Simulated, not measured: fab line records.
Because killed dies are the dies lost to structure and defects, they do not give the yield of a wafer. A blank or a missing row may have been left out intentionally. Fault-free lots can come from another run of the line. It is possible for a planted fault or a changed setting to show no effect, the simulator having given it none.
Matching of chambers :: flow nand-harc :: rie-diel-04 running NHARC_A_BONDPAD_ETCH_34: 4 sister chambers
The step etches the open film in N2/H2, target depth 60 nm, overetch 18 nm, time 65.91 s. 7 wafers are shown with their chamber, then 7 later ones without.

EACH WAFER AND ITS CHAMBER
wafer: L985.1
chamber: 0
rf-vpp-V (V): 432.1
throttle-valve-pct (%): 14.164

wafer: L985.4
chamber: 3
rf-vpp-V (V): 428.9
throttle-valve-pct (%): 14.164

wafer: L986.3
chamber: 2
rf-vpp-V (V): 434.7
throttle-valve-pct (%): 14.180

wafer: L986.5
chamber: 0
rf-vpp-V (V): 431.8
throttle-valve-pct (%): 14.167

wafer: L986.6
chamber: 3
rf-vpp-V (V): 430.7
throttle-valve-pct (%): 14.172

wafer: L989.2
chamber: 2
rf-vpp-V (V): 435.8
throttle-valve-pct (%): 14.183

wafer: L989.5
chamber: 1
rf-vpp-V (V): 428.1
throttle-valve-pct (%): 14.159

WAFERS WITH NO CHAMBER GIVEN
wafer: L989.6
rf-vpp-V (V): 431.3
throttle-valve-pct (%): 14.158

wafer: L990.3
rf-vpp-V (V): 432.6
throttle-valve-pct (%): 14.157

wafer: L990.4
rf-vpp-V (V): 429.7
throttle-valve-pct (%): 14.175

wafer: L990.6
rf-vpp-V (V): 425.8
throttle-valve-pct (%): 14.168

wafer: L993.2
rf-vpp-V (V): 427.8
throttle-valve-pct (%): 14.187

wafer: L993.3
rf-vpp-V (V): 435.4
throttle-valve-pct (%): 14.167

wafer: L993.5
rf-vpp-V (V): 426.0
throttle-valve-pct (%): 14.170

WHICH CHAMBER EACH ONE RAN IN
wafer: L989.6
from the rows above: can't be placed: 0 or 3 or 1
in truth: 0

wafer: L990.3
from the rows above: can't be placed: 0 or 3
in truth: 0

wafer: L990.4
from the rows above: can't be placed: 3 or 0
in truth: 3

wafer: L990.6
from the rows above: can't be placed: 1 or 3
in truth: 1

wafer: L993.2
from the rows above: can't be placed: 3 or 0 or 1
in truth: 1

wafer: L993.3
from the rows above: can't be placed: 2 or 0
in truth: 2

wafer: L993.5
from the rows above: can't be placed: 1 or 3
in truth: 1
Correct placement for 0 of the 7. Can't be placed from these rows: 7 (the true chamber is among the candidates in 7). Number placed wrongly: 0.
How it was worked out, from the rows above alone: a wafer's distance from a chamber is the root of the sum, over the readings, of the square of ((its reading less the chamber's mean) divided by the reading's scatter). The wafer belongs to the nearest chamber; if the next one is less than 2 further off, it can't be placed. The mean given for a chamber averages the wafers shown for that chamber. The scatter: the root of (the sum of the squares of (reading less its chamber's mean) over the shown wafers, divided by (wafers less chambers)).
